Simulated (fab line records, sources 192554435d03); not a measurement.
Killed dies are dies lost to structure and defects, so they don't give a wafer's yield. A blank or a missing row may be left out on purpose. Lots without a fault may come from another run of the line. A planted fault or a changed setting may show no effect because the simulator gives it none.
Chamber matching | flow n5_finfet | N5_BEOL_M6_CMP_52 on cmp-04: 4 sister chambers
The step polishes, stops on SiCOH lowk, t overpolish 6.9 s, target thk 80 nm. 4 wafers are shown with their chamber, then 8 later ones without.

WAFERS WITH THEIR CHAMBER
wafer  | chamber | motor_current_A (A)
L088.2 | 0       | 5.0
L088.3 | 2       | 5.9
L088.4 | 3       | 5.9
L089.1 | 1       | 6.4

WAFERS WITHOUT THEIR CHAMBER
wafer  | motor_current_A (A)
L089.5 | 5.9
L089.6 | 4.9
L096.2 | 6.2
L096.3 | 6.6
L096.6 | 5.7
L097.3 | 5.7
L097.4 | 6.2
L097.5 | 5.6

WHICH CHAMBER EACH WENT THROUGH
wafer  | from the rows above          | in truth
L089.5 | can't be placed: 2 or 3      | 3
L089.6 | 0                            | 0
L096.2 | can't be placed: 1 or 2 or 3 | 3
L096.3 | 1                            | 1
L096.6 | can't be placed: 2 or 3      | 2
L097.3 | can't be placed: 2 or 3      | 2
L097.4 | can't be placed: 1 or 2 or 3 | 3
L097.5 | can't be placed: 2 or 3 or 0 | 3
Placed correctly: 2 of 8. Can't be placed from these rows: 6 (the true chamber is among the candidates in 6). Placed wrongly: 0.
How it was worked out, from the rows above alone: a wafer's distance from a chamber is the root of the sum, over the readings, of the square of ((its reading less the chamber's mean) divided by the reading's scatter). The wafer belongs to the nearest chamber; if the next one is less than 2 further off, it can't be placed. A chamber's mean is the mean of its shown wafers. The scatter: with one shown wafer a chamber, the root of the mean of the squares of how far each hidden wafer lies from its nearest shown one.
